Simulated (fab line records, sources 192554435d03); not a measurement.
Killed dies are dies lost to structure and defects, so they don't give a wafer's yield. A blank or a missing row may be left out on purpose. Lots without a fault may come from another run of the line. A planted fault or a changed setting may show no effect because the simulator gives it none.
Chamber matching | flow n5_finfet | N5_BEOL_M0_SAQP_ALD_48 on ald_sin-01: 4 sister chambers
The step deposits SiO2, target thk 20 nm, pulse time 1 s, co reactant pulse time 1 s. 4 wafers are shown with their chamber, then 8 later ones without.

WAFERS WITH THEIR CHAMBER
wafer  | chamber | heater_power_w (W)
L084.5 | 0       | 87
L086.3 | 3       | 84
L086.5 | 2       | 100
L091.3 | 1       | 67

WAFERS WITHOUT THEIR CHAMBER
wafer  | heater_power_w (W)
L091.4 | 84
L091.6 | 103
L096.1 | 67
L096.5 | 67
L096.6 | 87
L097.2 | 101
L097.3 | 68
L097.6 | 67

WHICH CHAMBER EACH WENT THROUGH
wafer  | from the rows above | in truth
L091.4 | 3                   | 3
L091.6 | 2                   | 2
L096.1 | 1                   | 1
L096.5 | 1                   | 1
L096.6 | 0                   | 0
L097.2 | 2                   | 2
L097.3 | 1                   | 1
L097.6 | 1                   | 1
Placed correctly: 8 of 8. Can't be placed from these rows: 0. Placed wrongly: 0.
How it was worked out, from the rows above alone: a wafer's distance from a chamber is the root of the sum, over the readings, of the square of ((its reading less the chamber's mean) divided by the reading's scatter). The wafer belongs to the nearest chamber; if the next one is less than 2 further off, it can't be placed. A chamber's mean is the mean of its shown wafers. The scatter: with one shown wafer a chamber, the root of the mean of the squares of how far each hidden wafer lies from its nearest shown one.
